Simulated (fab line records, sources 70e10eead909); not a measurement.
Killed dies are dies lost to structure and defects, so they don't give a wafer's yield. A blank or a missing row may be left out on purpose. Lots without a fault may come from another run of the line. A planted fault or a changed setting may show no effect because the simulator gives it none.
Chamber matching | flow nand_harc | NHARC_A_CONTACT_DEP_29 on pecvd-04: 3 sister chambers
The step deposits SiON, target thk 70 nm. 3 wafers are shown with their chamber, then 8 later ones without.

WAFERS WITH THEIR CHAMBER
wafer  | chamber | heater_power_w (W)
L094.3 | 0       | 752
L095.4 | 2       | 654
L096.1 | 1       | 912

WAFERS WITHOUT THEIR CHAMBER
wafer  | heater_power_w (W)
L096.3 | 550
L096.5 | 911
L093.2 | 801
L093.4 | 760
L093.5 | 597
L097.2 | 885
L097.3 | 768
L097.4 | 864

WHICH CHAMBER EACH WENT THROUGH
wafer  | from the rows above          | in truth
L096.3 | can't be placed: 2 or 0      | 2
L096.5 | 1                            | 1
L093.2 | can't be placed: 0 or 1 or 2 | 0
L093.4 | can't be placed: 0 or 2      | 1
L093.5 | can't be placed: 2 or 0      | 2
L097.2 | 1                            | 1
L097.3 | can't be placed: 0 or 2      | 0
L097.4 | can't be placed: 1 or 0      | 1
Placed correctly: 2 of 8. Can't be placed from these rows: 6 (the true chamber is among the candidates in 5). Placed wrongly: 0.
How it was worked out, from the rows above alone: a wafer's distance from a chamber is the root of the sum, over the readings, of the square of ((its reading less the chamber's mean) divided by the reading's scatter). The wafer belongs to the nearest chamber; if the next one is less than 2 further off, it can't be placed. A chamber's mean is the mean of its shown wafers. The scatter: with one shown wafer a chamber, the root of the mean of the squares of how far each hidden wafer lies from its nearest shown one.
